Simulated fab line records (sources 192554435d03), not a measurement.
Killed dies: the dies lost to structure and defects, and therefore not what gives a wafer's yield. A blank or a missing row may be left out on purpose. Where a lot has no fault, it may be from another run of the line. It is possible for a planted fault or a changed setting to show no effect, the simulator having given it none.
Chamber matching / flow n5Finfet / rieDiel-03 running N5_STI_FIN_REVEAL_ETCHBACK_08: 4 sister chambers
The step etches SiO2 in C4F6/O2, target depth 30.5 nm, time 10.167 s. 22 wafers are shown with their chamber, then 11 later ones without.

WAFERS PAIRED WITH THEIR CHAMBERS
wafer=L074.1; chamber=0; drypumpMotorCurrentA (A)=5.5; showerheadPlenumPTorr (Torr)=2.81; throttleValvePct (%)=21.03
wafer=L074.4; chamber=1; drypumpMotorCurrentA (A)=6.5; showerheadPlenumPTorr (Torr)=3.03; throttleValvePct (%)=21.07
wafer=L074.6; chamber=3; drypumpMotorCurrentA (A)=4.9; showerheadPlenumPTorr (Torr)=2.96; throttleValvePct (%)=21.41
wafer=L076.1; chamber=1; drypumpMotorCurrentA (A)=6.5; showerheadPlenumPTorr (Torr)=3.03; throttleValvePct (%)=21.06
wafer=L076.2; chamber=2; drypumpMotorCurrentA (A)=5.3; showerheadPlenumPTorr (Torr)=2.74; throttleValvePct (%)=21.26
wafer=L076.3; chamber=0; drypumpMotorCurrentA (A)=5.5; showerheadPlenumPTorr (Torr)=2.81; throttleValvePct (%)=21.03
wafer=L076.4; chamber=3; drypumpMotorCurrentA (A)=4.8; showerheadPlenumPTorr (Torr)=2.96; throttleValvePct (%)=21.42
wafer=L076.5; chamber=2; drypumpMotorCurrentA (A)=5.3; showerheadPlenumPTorr (Torr)=2.74; throttleValvePct (%)=21.27
wafer=L076.6; chamber=3; drypumpMotorCurrentA (A)=4.8; showerheadPlenumPTorr (Torr)=2.96; throttleValvePct (%)=21.43
wafer=L077.1; chamber=0; drypumpMotorCurrentA (A)=5.5; showerheadPlenumPTorr (Torr)=2.80; throttleValvePct (%)=21.04
wafer=L077.4; chamber=2; drypumpMotorCurrentA (A)=5.3; showerheadPlenumPTorr (Torr)=2.74; throttleValvePct (%)=21.28
wafer=L077.5; chamber=2; drypumpMotorCurrentA (A)=5.3; showerheadPlenumPTorr (Torr)=2.74; throttleValvePct (%)=21.28
wafer=L082.1; chamber=0; drypumpMotorCurrentA (A)=5.5; showerheadPlenumPTorr (Torr)=2.80; throttleValvePct (%)=21.06
wafer=L082.5; chamber=2; drypumpMotorCurrentA (A)=5.3; showerheadPlenumPTorr (Torr)=2.74; throttleValvePct (%)=21.27
wafer=L082.6; chamber=1; drypumpMotorCurrentA (A)=6.5; showerheadPlenumPTorr (Torr)=3.02; throttleValvePct (%)=21.07
wafer=L084.2; chamber=0; drypumpMotorCurrentA (A)=5.5; showerheadPlenumPTorr (Torr)=2.80; throttleValvePct (%)=21.06
wafer=L084.3; chamber=1; drypumpMotorCurrentA (A)=6.5; showerheadPlenumPTorr (Torr)=3.02; throttleValvePct (%)=21.08
wafer=L084.5; chamber=2; drypumpMotorCurrentA (A)=5.3; showerheadPlenumPTorr (Torr)=2.73; throttleValvePct (%)=21.29
wafer=L085.3; chamber=1; drypumpMotorCurrentA (A)=6.4; showerheadPlenumPTorr (Torr)=3.02; throttleValvePct (%)=21.09
wafer=L085.4; chamber=1; drypumpMotorCurrentA (A)=6.5; showerheadPlenumPTorr (Torr)=3.02; throttleValvePct (%)=21.09
wafer=L085.5; chamber=3; drypumpMotorCurrentA (A)=4.8; showerheadPlenumPTorr (Torr)=2.95; throttleValvePct (%)=21.43
wafer=L088.1; chamber=1; drypumpMotorCurrentA (A)=6.5; showerheadPlenumPTorr (Torr)=3.02; throttleValvePct (%)=21.09

SIGNATURES (means of the wafers above)
reading=drypumpMotorCurrentA; chamber 0=5.500; chamber 1=6.486; chamber 2=5.300; chamber 3=4.825; scatter within a chamber=0.0299
reading=showerheadPlenumPTorr; chamber 0=2.8040; chamber 1=3.0229; chamber 2=2.7383; chamber 3=2.9575; scatter within a chamber=0.00484
reading=throttleValvePct; chamber 0=21.0440; chamber 1=21.0786; chamber 2=21.2750; chamber 3=21.4225; scatter within a chamber=0.0121
Rule: for each reading, subtract the chamber's mean from the wafer's reading, divide by that reading's scatter and square the result; add these up over the readings and take the root, which gives the wafer's distance from the chamber. The wafer belongs to the nearest chamber; if the next one is less than 2 further off, it can't be placed. The scatter: take each reading less its chamber's mean, square it, sum over the shown wafers, divide by the number of wafers less the number of chambers, and take the root.

WAFERS WHOSE CHAMBER IS MISSING
wafer=L088.4; drypumpMotorCurrentA (A)=5.5; showerheadPlenumPTorr (Torr)=2.80; throttleValvePct (%)=21.08
wafer=L088.6; drypumpMotorCurrentA (A)=6.4; showerheadPlenumPTorr (Torr)=3.02; throttleValvePct (%)=21.11
wafer=L090.1; drypumpMotorCurrentA (A)=6.5; showerheadPlenumPTorr (Torr)=3.01; throttleValvePct (%)=21.08
wafer=L090.5; drypumpMotorCurrentA (A)=4.8; showerheadPlenumPTorr (Torr)=2.94; throttleValvePct (%)=21.44
wafer=L090.6; drypumpMotorCurrentA (A)=6.4; showerheadPlenumPTorr (Torr)=3.01; throttleValvePct (%)=21.08
wafer=L091.2; drypumpMotorCurrentA (A)=5.5; showerheadPlenumPTorr (Torr)=2.79; throttleValvePct (%)=21.10
wafer=L091.3; drypumpMotorCurrentA (A)=5.3; showerheadPlenumPTorr (Torr)=2.73; throttleValvePct (%)=21.31
wafer=L091.4; drypumpMotorCurrentA (A)=4.9; showerheadPlenumPTorr (Torr)=2.94; throttleValvePct (%)=21.45
wafer=L092.2; drypumpMotorCurrentA (A)=4.9; showerheadPlenumPTorr (Torr)=2.94; throttleValvePct (%)=21.46
wafer=L092.4; drypumpMotorCurrentA (A)=5.5; showerheadPlenumPTorr (Torr)=2.79; throttleValvePct (%)=21.08
wafer=L092.5; drypumpMotorCurrentA (A)=4.8; showerheadPlenumPTorr (Torr)=2.94; throttleValvePct (%)=21.45

THE CHAMBER EACH PASSED THROUGH
wafer=L088.4; from the rows above=0; in truth=0
wafer=L088.6; from the rows above=1; in truth=1
wafer=L090.1; from the rows above=1; in truth=1
wafer=L090.5; from the rows above=3; in truth=3
wafer=L090.6; from the rows above=1; in truth=1
wafer=L091.2; from the rows above=0; in truth=0
wafer=L091.3; from the rows above=2; in truth=2
wafer=L091.4; from the rows above=3; in truth=3
wafer=L092.2; from the rows above=3; in truth=3
wafer=L092.4; from the rows above=0; in truth=0
wafer=L092.5; from the rows above=3; in truth=3
11 of 11 placed correctly. Left unplaced by these rows: 0. Placed wrongly: 0.
